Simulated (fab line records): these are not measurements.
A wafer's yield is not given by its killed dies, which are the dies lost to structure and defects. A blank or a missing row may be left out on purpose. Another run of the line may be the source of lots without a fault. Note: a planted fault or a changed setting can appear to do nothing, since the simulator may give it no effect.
Code-filled problem report in 8D (eight disciplines) form    flow n5 finfet    the parts of the form that need people (team, actions taken, sign-off) are left out

## 1. WHAT WENT WRONG
Mean of run length s at N5_BEOL_M5_CO_CAP_78: 184.1 s across 4 wafers in 3 lots; on wafers with no fault it is 125.1 s (standard deviation 0.53). So: +99 or more standard deviations from the usual mean.
The step: material Co, precursor CCTBA/H2, target thk 2 nm, time 102.1 s.
First seen on wafer L130.3, day 12 19:38, on cvd co-02. The record has a number at this step for 33 wafers belonging to 12 lots. Rule for "out", or "out of limits": more than 4 standard deviations from the usual mean. The rest of the wafers with a number are treated as sound.

## 2. WHAT THIS IS AND IS NOT
question                     is                              is not
which readings at this step  run length s                    heater power outer w, heater power w, susceptor temp C
which lots                   L127, L130, L132                L112, L113, L116, L117, L119, L121, L124, L128, L134
which wafers of those lots   L127.3, L130.3, L130.4, L132.4  L127.2, L132.1
read on which tools          cvd co-02                       cvd co-01
when                         from day 12 19:38               up to then (24 sound wafers); but 5 sound wafers of L127, L132, L134 came after

## 3. THE SUSPECTS, EACH WITH WHAT RULES IT OUT
Counting: any tool at a process step up to the reading remains a suspect provided it ran every lot that is out. Sound lots after the first of them don't rule it out here, since some wafers of a struck lot are sound.
- cvd co-02 at N5_BEOL_M5_CO_CAP_78 (material Co, precursor CCTBA/H2, target thk 2 nm, time 102.1 s): kept. It processed each lot that is out (first: L130, day 12 19:38); up to then, its last sound lot is L124 (day 11 16:47). Its own run length s readings are out on those wafers.
Left after counting: cvd co-02 at N5_BEOL_M5_CO_CAP_78.

## 4. THE CAUSE (what the simulator had put in)
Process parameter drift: cvd co-02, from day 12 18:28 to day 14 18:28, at N5_BEOL_M5_CO_CAP_78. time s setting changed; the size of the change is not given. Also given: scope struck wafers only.
After counting, this tool was the only one left.

## 5. THE EFFECT CHAIN, in route order
Each row: a reading where the mean over the struck wafers with a number is more than 3 standard deviations away from the usual. Scope: only readings with a usual standard deviation given in the record; hours: median across lots of the time from each lot's start at the first step in this table that gives one to its start at this step; sigmas: change in usual standard deviations.
hours  step                  reading       usual    on struck wafers  change  sigmas
0      N5_BEOL_M5_CO_CAP_78  run length s  125.1 s  184.1             +59.0   +99 or more
The process steps in it:
- N5_BEOL_M5_CO_CAP_78: material Co, precursor CCTBA/H2, target thk 2 nm, time 102.1 s.

## 6. WHAT WOULD HAVE CAUGHT IT SOONER
In this record the first reading out of limits was taken at day 12 19:38, 1 hour after the fault began at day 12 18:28.
